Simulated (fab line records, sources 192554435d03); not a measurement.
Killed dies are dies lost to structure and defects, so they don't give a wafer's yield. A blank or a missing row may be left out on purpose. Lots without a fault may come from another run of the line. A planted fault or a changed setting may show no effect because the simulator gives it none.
One fault seen from 2 desks | flow n5_finfet | each desk has only its own numbers; what lay behind them comes last

THE METROLOGY DESK
What the gauges read, lot by lot, whatever tool the lot ran on: means of the sampled wafers that have a number. A lot is out of limits, marked OUT, if its mean lies more than 4 standard deviations from the usual mean; the brackets give that distance. Of its 12 readings 7 are shown: the one that was out of limits first, and those that lie furthest out on some lot.
Columns: A = M3_ILD_THK at N5_BEOL_M3_THK_MEAS_01, usual 79.3 nm; B = DIBL_N at N5_BEOL_M4_RC_MEAS_101, usual 37.7 mV/V; C = DIBL_P at N5_BEOL_M4_RC_MEAS_101, usual 37.7 mV/V; D = IOFF_P at N5_BEOL_M4_RC_MEAS_101, usual 0.23 nA/um; E = ION_N at N5_BEOL_M4_RC_MEAS_101, usual 681 uA/um; F = ION_P at N5_BEOL_M4_RC_MEAS_101, usual 463 uA/um; G = VT_P at N5_BEOL_M4_RC_MEAS_101, usual -249 mV
lot  | first seen here | A               | B    | C    | D    | E   | F   | G
L165 | day 9 04:49     | 80.1            | 40.5 | 38.9 | 0.26 | 694 | 476 | -249
L164 | day 9 17:19     | 101.0 (+18) OUT | 36.5 | 34.4 | 0.18 | 678 | 459 | -251
L166 | day 9 19:09     | 110.5 (+26) OUT | 37.4 | 37.3 | 0.21 | 681 | 459 | -252
L168 | day 10 04:34    | 140.9 (+51) OUT | -    | -    | -    | -   | -   | -
L177 | day 12 09:38    | 78.8            | 38.0 | 38.5 | 0.26 | 685 | 470 | -246
L178 | day 12 12:23    | 78.3            | 38.7 | 37.9 | 0.25 | 682 | 472 | -247
L180 | day 13 11:07    | 78.6            | 37.7 | 37.2 | 0.24 | 678 | 461 | -248
L183 | day 14 02:10    | 79.5            | 35.8 | 37.1 | 0.18 | 669 | 456 | -254
L184 | day 14 07:34    | 80.0            | 36.8 | 36.2 | 0.20 | 678 | 462 | -249
L185 | day 14 18:57    | 80.1            | 38.0 | 37.4 | 0.25 | 684 | 466 | -248
L186 | day 14 19:33    | 80.2            | 35.6 | 35.2 | 0.23 | 676 | 466 | -247
This desk's finding: out of limits on L164, L166, L168; first on L164, day 9 17:27 (M3_ILD_THK at N5_BEOL_M3_THK_MEAS_01). In limits: L165, L177, L178, L180, L183, L184, L185, L186.

THE TOOL OWNER'S DESK: pecvd-03
The tool's own readings at N5_BEOL_M3_ILD_DEP_00 (deposits SiOC from DEMS/O2, target thk 79 nm, time 15.3 s): means of the sampled wafers that have a number, for each lot that ran on this tool. A lot is out of limits, marked OUT, if its mean lies more than 4 standard deviations from the usual mean; the brackets give that distance.
Columns: A = heater_power_w at N5_BEOL_M3_ILD_DEP_00, usual 475 W; B = showerhead_plenum_p_Torr at N5_BEOL_M3_ILD_DEP_00, usual 5.696 Torr; C = throttle_valve_pct at N5_BEOL_M3_ILD_DEP_00, usual 12.0 %
lot  | first seen here | A   | B     | C
L165 | day 9 04:54     | 435 | 5.711 | 12.2
L164 | day 9 17:23     | 357 | 5.678 | 12.3
L166 | day 9 19:13     | 584 | 5.713 | 11.1
L168 | day 10 04:37    | 551 | 5.728 | 11.4
L183 | day 14 02:14    | 429 | 5.694 | 12.0
L184 | day 14 07:38    | 408 | 5.703 | 12.1
L185 | day 14 19:01    | 443 | 5.701 | 11.7
This desk's finding: nothing out of limits on any of the 7 lots.

PUT TOGETHER
The metrology desk could have raised an alarm at day 9 17:27, on L164, L166, L168.
The tool owner's desk saw nothing out of limits.
The tool owner's desk has L164, L166, L168 on record, within its limits.
Of the lots named, all ran N5_BEOL_M3_ILD_DEP_00 on pecvd-03.

WHAT THE SIMULATOR HAD PUT IN
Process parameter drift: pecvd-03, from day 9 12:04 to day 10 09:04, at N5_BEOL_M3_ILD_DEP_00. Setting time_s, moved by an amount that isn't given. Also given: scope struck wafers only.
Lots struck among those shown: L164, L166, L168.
Hours from the fault's start to each desk's first reading out of limits: the metrology desk, 5.
